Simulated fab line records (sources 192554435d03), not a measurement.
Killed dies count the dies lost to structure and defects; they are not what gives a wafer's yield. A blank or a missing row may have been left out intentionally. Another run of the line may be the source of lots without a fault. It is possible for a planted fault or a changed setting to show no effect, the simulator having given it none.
Which tool was responsible? -- flow n5_finfet -- Sampling: 24 lots, 72 wafers, 6 of 1938 route steps

WHAT THE GAUGES SHOWED, per wafer
The record lacks any reading of a measuring or inspecting step that a usual standard deviation could be used to judge.

EACH LOT AND THE TOOL THAT RAN IT (in order: tool; ch and the chambers of the sampled wafers; start)
lot,N5_GATE_CUT_VAPOR_ETCH_60,N5_GATE_CUT_CUT_ETCH_55,N5_MOL_CONTACT_COAG_STRIP_98,N5_MOL_CONTACT_COAG_PRE_CLEAN_141,N5_MOL_CONTACT_COAG_PRE_CLEAN_142,N5_MOL_CONTACT_COAG_SPUTTER_130
L074,"rie_metal-01 ch 0, day 4 10:54","rie_metal-01 ch 0, day 4 15:07","rie_diel-04 ch 0,1,2, day 4 19:04","pvd_sputter-03, day 4 20:41","pvd_sputter-02, day 4 23:15","pvd_sputter-02, day 4 23:19"
L075,"rie_metal-03 ch 0,1, day 4 22:02","rie_metal-01 ch 0,1, day 5 03:07","rie_diel-04 ch 1,3, day 5 07:37","pvd_sputter-02, day 5 11:32","pvd_sputter-03, day 5 14:34","pvd_sputter-03, day 5 14:37"
L076,"rie_metal-01 ch 0,1, day 4 22:04","rie_metal-03 ch 1, day 5 04:50","rie_diel-01 ch 1,3, day 5 08:46","pvd_sputter-01, day 5 13:55","pvd_sputter-02, day 5 16:47","pvd_sputter-02, day 5 16:50"
L077,"rie_metal-03 ch 0,1, day 5 02:46","rie_metal-02 ch 0, day 5 07:28","rie_diel-04 ch 2,3, day 5 11:20","pvd_sputter-03, day 5 14:48","pvd_sputter-02, day 5 17:29","pvd_sputter-02, day 5 17:32"
L078,"rie_metal-03 ch 0,1, day 5 10:25","rie_metal-03 ch 0,1, day 5 14:45","rie_diel-04 ch 0,1, day 5 18:28","pvd_sputter-03, day 5 21:10","pvd_sputter-01, day 5 23:13","pvd_sputter-01, day 5 23:16"
L079,"rie_metal-01 ch 0,1, day 5 19:23","rie_metal-03 ch 0,1, day 5 23:42","rie_diel-04 ch 1,3, day 6 03:24","pvd_sputter-01, day 6 05:48","pvd_sputter-01, day 6 08:55","pvd_sputter-01, day 6 08:58"
L080,"rie_metal-02 ch 0,1, day 5 23:56","rie_metal-01 ch 0,1, day 6 03:53","rie_diel-01 ch 1,2,3, day 6 07:37","pvd_sputter-01, day 6 09:59","pvd_sputter-01, day 6 13:07","pvd_sputter-01, day 6 13:10"
L081,"rie_metal-03 ch 0,1, day 6 06:25","rie_metal-02 ch 0,1, day 6 10:30","rie_diel-01 ch 0,1,3, day 6 14:16","pvd_sputter-01, day 6 18:15","pvd_sputter-02, day 6 20:19","pvd_sputter-02, day 6 20:22"
L082,"rie_metal-02 ch 0,1, day 6 16:31","rie_metal-02 ch 0,1, day 6 20:37","rie_diel-03 ch 2,3, day 7 00:21","pvd_sputter-01, day 7 03:07","pvd_sputter-01, day 7 07:06","pvd_sputter-01, day 7 07:10"
L083,"rie_metal-03 ch 1, day 6 18:12","rie_metal-03 ch 0, day 6 22:45","rie_diel-01 ch 0,1, day 7 02:49","pvd_sputter-03, day 7 04:17","pvd_sputter-01, day 7 07:16","pvd_sputter-01, day 7 07:19"
L084,"rie_metal-01 ch 0, day 7 01:19","rie_metal-01 ch 0,1, day 7 05:23","rie_diel-03 ch 0,3, day 7 09:19","pvd_sputter-01, day 7 12:43","pvd_sputter-01, day 7 14:49","pvd_sputter-01, day 7 14:53"
L085,"rie_metal-01 ch 0,1, day 7 10:21","rie_metal-03 ch 0,1, day 7 14:18","rie_diel-01 ch 0,2,3, day 7 18:06","pvd_sputter-01, day 7 22:20","pvd_sputter-02, day 8 03:35","pvd_sputter-02, day 8 03:38"
L086,"rie_metal-02 ch 0,1, day 7 12:10","rie_metal-03 ch 0,1, day 7 17:25","rie_diel-03 ch 0,1,3, day 7 22:10","pvd_sputter-01, day 8 03:35","pvd_sputter-02, day 8 06:01","pvd_sputter-02, day 8 06:05"
L087,"rie_metal-01 ch 0,1, day 7 17:02","rie_metal-03 ch 0,1, day 7 21:35","rie_diel-04 ch 0,2, day 8 01:33","pvd_sputter-03, day 8 04:41","pvd_sputter-01, day 8 09:18","pvd_sputter-01, day 8 09:22"
L088,"rie_metal-01 ch 0,1, day 8 00:28","rie_metal-01 ch 0,1, day 8 06:01","rie_diel-01 ch 0,1,2, day 8 10:08","pvd_sputter-02, day 8 11:35","pvd_sputter-02, day 8 14:22","pvd_sputter-02, day 8 14:26"
L089,"rie_metal-01 ch 0,1, day 8 05:20","rie_metal-01 ch 0,1, day 8 09:37","rie_diel-01 ch 0,1,3, day 8 13:20","pvd_sputter-01, day 8 16:16","pvd_sputter-01, day 8 19:50","pvd_sputter-01, day 8 19:54"
L090,"rie_metal-01 ch 0,1, day 8 10:22","rie_metal-01 ch 0,1, day 8 15:37","rie_diel-04 ch 1,2, day 8 19:20","pvd_sputter-03, day 8 23:00","pvd_sputter-03, day 9 02:43","pvd_sputter-03, day 9 02:47"
L091,"rie_metal-03 ch 0,1, day 8 14:20","rie_metal-02 ch 0,1, day 8 18:24","rie_diel-03 ch 0,2, day 8 22:40","pvd_sputter-02, day 9 00:35","pvd_sputter-03, day 9 03:31","pvd_sputter-03, day 9 03:35"
L092,"rie_metal-03 ch 0,1, day 8 22:51","rie_metal-01 ch 0,1, day 9 02:58","rie_diel-01 ch 1,3, day 9 07:00","pvd_sputter-02, day 9 09:24","pvd_sputter-02, day 9 13:19","pvd_sputter-02, day 9 13:23"
L093,"rie_metal-01 ch 0, day 9 05:57","rie_metal-02 ch 0,1, day 9 10:31","rie_diel-03 ch 0,1, day 9 14:10","pvd_sputter-02, day 9 17:54","pvd_sputter-02, day 9 20:07","pvd_sputter-02, day 9 20:11"
L094,"rie_metal-01 ch 0,1, day 9 12:28","rie_metal-02 ch 0,1, day 9 16:31","rie_diel-01 ch 0,1,2, day 9 21:01","pvd_sputter-03, day 9 23:38","pvd_sputter-02, day 10 01:56","pvd_sputter-02, day 10 01:59"
L095,"rie_metal-03 ch 0,1, day 9 15:36","rie_metal-03 ch 0,1, day 9 19:56","rie_diel-01 ch 2,3, day 10 00:23","pvd_sputter-03, day 10 03:51","pvd_sputter-01, day 10 07:11","pvd_sputter-01, day 10 07:14"
L096,"rie_metal-02 ch 0,1, day 10 03:44","rie_metal-02 ch 0,1, day 10 07:50","rie_diel-04 ch 0,1,2, day 10 11:54","pvd_sputter-01, day 10 15:15","pvd_sputter-01, day 10 17:35","pvd_sputter-01, day 10 17:39"
L097,"rie_metal-01 ch 0, day 10 05:11","rie_metal-01 ch 0, day 10 10:19","rie_diel-04 ch 0,1,2, day 10 14:11","pvd_sputter-03, day 10 16:14","pvd_sputter-02, day 10 18:52","pvd_sputter-02, day 10 18:56"
- N5_GATE_CUT_VAPOR_ETCH_60: etches HfO2 in BCl3/Cl2.
- N5_GATE_CUT_CUT_ETCH_55: etches HfO2 in BCl3, target depth 3.2 nm.
- N5_MOL_CONTACT_COAG_STRIP_98: strips in N2/H2.
- N5_MOL_CONTACT_COAG_PRE_CLEAN_141: time 60 s.
- N5_MOL_CONTACT_COAG_PRE_CLEAN_142: time 60 s.
- N5_MOL_CONTACT_COAG_SPUTTER_130: material Co, target thk 47.5 nm.

WHAT THE TOOLS THEMSELVES READ (means of the sampled wafers that have a number; where no wafer has one, the mark that the record gives instead)
N5_GATE_CUT_VAPOR_ETCH_60.
lot,tool,drypump_motor_current_A (A),oes_product_au (a.u.)
L074,rie_metal-01,4.8,0.61
L075,rie_metal-03,5.1,0.91
L076,rie_metal-01,5.1,0.60
L077,rie_metal-03,5.1,0.91
L078,rie_metal-03,5.1,0.91
L079,rie_metal-01,5.1,0.59
L080,rie_metal-02,5.6,0.86
L081,rie_metal-03,5.1,0.90
L082,rie_metal-02,5.4,0.89
L083,rie_metal-03,5.4,0.83
L084,rie_metal-01,4.8,0.59
L085,rie_metal-01,5.1,0.60
L086,rie_metal-02,5.6,0.84
L087,rie_metal-01,5.3,0.60
L088,rie_metal-01,5.3,0.60
L089,rie_metal-01,5.1,0.59
L090,rie_metal-01,5.1,0.60
L091,rie_metal-03,5.1,0.87
L092,rie_metal-03,5.1,0.86
L093,rie_metal-01,4.8,0.59
L094,rie_metal-01,5.1,0.59
L095,rie_metal-03,5.3,0.84
L096,rie_metal-02,5.4,0.86
L097,rie_metal-01,4.8,0.58

N5_GATE_CUT_CUT_ETCH_55.
lot,tool,drypump_motor_current_A (A),oes_product_au (a.u.),throttle_valve_pct (%)
L074,rie_metal-01,4.8,0.60,33.6
L075,rie_metal-01,5.3,0.61,33.7
L076,rie_metal-03,5.4,0.84,33.2
L077,rie_metal-02,5.9,0.82,32.4
L078,rie_metal-03,5.3,0.88,33.1
L079,rie_metal-03,5.1,0.90,33.0
L080,rie_metal-01,5.1,0.60,33.7
L081,rie_metal-02,5.6,0.86,32.7
L082,rie_metal-02,5.6,0.85,32.7
L083,rie_metal-03,5.0,0.92,33.0
L084,rie_metal-01,5.0,0.59,33.7
L085,rie_metal-03,5.3,0.85,33.1
L086,rie_metal-03,5.3,0.84,33.1
L087,rie_metal-03,5.3,0.85,33.1
L088,rie_metal-01,5.1,0.60,33.7
L089,rie_metal-01,5.1,0.60,33.7
L090,rie_metal-01,5.3,0.60,33.7
L091,rie_metal-02,5.4,0.88,33.1
L092,rie_metal-01,5.1,0.60,33.7
L093,rie_metal-02,5.4,0.87,33.1
L094,rie_metal-02,5.6,0.83,32.7
L095,rie_metal-03,5.1,0.85,33.1
L096,rie_metal-02,5.6,0.82,32.7
L097,rie_metal-01,4.8,0.58,33.6

N5_MOL_CONTACT_COAG_STRIP_98.
lot,tool,drypump_motor_current_A (A),oes_product_au (a.u.),rf_vpp_V (V),showerhead_plenum_p_Torr (Torr),throttle_valve_pct (%)
L074,rie_diel-04,6.0,0.74,55.6,3.36,19.3
L075,rie_diel-04,6.0,0.69,53.1,3.37,19.0
L076,rie_diel-01,5.9,1.00,53.7,3.29,18.5
L077,rie_diel-04,5.3,0.72,54.9,3.19,18.8
L078,rie_diel-04,6.1,0.75,54.1,3.41,19.4
L079,rie_diel-04,6.0,0.69,53.0,3.37,19.0
L080,rie_diel-01,6.1,0.90,54.1,3.27,18.8
L081,rie_diel-01,6.1,0.87,54.6,3.34,18.6
L082,rie_diel-03,5.7,0.76,53.7,3.33,18.9
L083,rie_diel-01,6.0,0.87,53.0,3.35,18.8
L084,rie_diel-03,5.9,0.70,55.7,3.31,19.1
L085,rie_diel-01,6.3,0.81,54.3,3.32,19.0
L086,rie_diel-03,5.9,0.70,54.7,3.38,19.1
L087,rie_diel-04,5.7,0.74,53.7,3.26,19.4
L088,rie_diel-01,6.3,0.80,53.2,3.32,19.2
L089,rie_diel-01,6.1,0.84,53.3,3.34,18.6
L090,rie_diel-04,6.1,0.87,54.6,3.37,18.9
L091,rie_diel-03,5.4,0.75,53.4,3.23,18.8
L092,rie_diel-01,5.8,0.91,52.4,3.28,18.5
L093,rie_diel-03,5.3,0.89,54.9,3.37,18.7
L094,rie_diel-01,6.3,0.79,53.9,3.32,19.2
L095,rie_diel-01,6.4,0.81,53.1,3.23,19.2
L096,rie_diel-04,6.0,0.78,54.7,3.33,19.2
L097,rie_diel-04,6.0,0.78,55.3,3.33,19.2

N5_MOL_CONTACT_COAG_PRE_CLEAN_141.
lot,tool,heater_power_w (W)
L074,pvd_sputter-03,423
L075,pvd_sputter-02,459
L076,pvd_sputter-01,420
L077,pvd_sputter-03,376
L078,pvd_sputter-03,388
L079,pvd_sputter-01,449
L080,pvd_sputter-01,461
L081,pvd_sputter-01,463
L082,pvd_sputter-01,466
L083,pvd_sputter-03,392
L084,pvd_sputter-01,495
L085,pvd_sputter-01,479
L086,pvd_sputter-01,469
L087,pvd_sputter-03,369
L088,pvd_sputter-02,463
L089,pvd_sputter-01,476
L090,pvd_sputter-03,384
L091,pvd_sputter-02,412
L092,pvd_sputter-02,414
L093,pvd_sputter-02,469
L094,pvd_sputter-03,388
L095,pvd_sputter-03,383
L096,pvd_sputter-01,488
L097,pvd_sputter-03,417

N5_MOL_CONTACT_COAG_PRE_CLEAN_142.
lot,tool,heater_power_w (W)
L074,pvd_sputter-02,415
L075,pvd_sputter-03,424
L076,pvd_sputter-02,460
L077,pvd_sputter-02,491
L078,pvd_sputter-01,456
L079,pvd_sputter-01,470
L080,pvd_sputter-01,464
L081,pvd_sputter-02,464
L082,pvd_sputter-01,477
L083,pvd_sputter-01,481
L084,pvd_sputter-01,487
L085,pvd_sputter-02,466
L086,pvd_sputter-02,459
L087,pvd_sputter-01,458
L088,pvd_sputter-02,412
L089,pvd_sputter-01,477
L090,pvd_sputter-03,423
L091,pvd_sputter-03,454
L092,pvd_sputter-02,466
L093,pvd_sputter-02,439
L094,pvd_sputter-02,415
L095,pvd_sputter-01,454
L096,pvd_sputter-01,419
L097,pvd_sputter-02,477

N5_MOL_CONTACT_COAG_SPUTTER_130.
lot,tool,throttle_valve_pct (%)
L074,pvd_sputter-02,30.3
L075,pvd_sputter-03,30.0
L076,pvd_sputter-02,30.0
L077,pvd_sputter-02,29.9
L078,pvd_sputter-01,29.5
L079,pvd_sputter-01,29.3
L080,pvd_sputter-01,29.4
L081,pvd_sputter-02,30.6
L082,pvd_sputter-01,29.7
L083,pvd_sputter-01,28.5
L084,pvd_sputter-01,28.4
L085,pvd_sputter-02,29.9
L086,pvd_sputter-02,30.5
L087,pvd_sputter-01,29.5
L088,pvd_sputter-02,30.0
L089,pvd_sputter-01,30.1
L090,pvd_sputter-03,29.8
L091,pvd_sputter-03,29.2
L092,pvd_sputter-02,30.6
L093,pvd_sputter-02,30.7
L094,pvd_sputter-02,30.6
L095,pvd_sputter-01,29.5
L096,pvd_sputter-01,30.8
L097,pvd_sputter-02,29.8

THE ANSWER, worked out from the rows above alone
Rule: what is usual is taken from the lots themselves. The widest of any qualifying gaps counts: lots, ordered by their means at a reading, are off when they make up no more than a third of the lots, leave a main group of 4 or more, and stand apart from it by 3 or more times the standard deviation of that group's means. Not used: any main group whose means are identical at the precision the tables above print for the reading. A lot without any number at a reading at which 4 lots or more have one is off too. Where the step has rows for the other lots, those lots are counted as sound. Order of review: gauges by route order, followed by the tools' own readings, for which a lot's mean as printed above is used. The first step at which some lot is off is used, and at that step the reading that is off furthest; a lot without a number counts as furthest.
Across all readings shown, no lot is off: no conclusion can be drawn from this.

WHAT THE SIMULATOR HAD INSERTED
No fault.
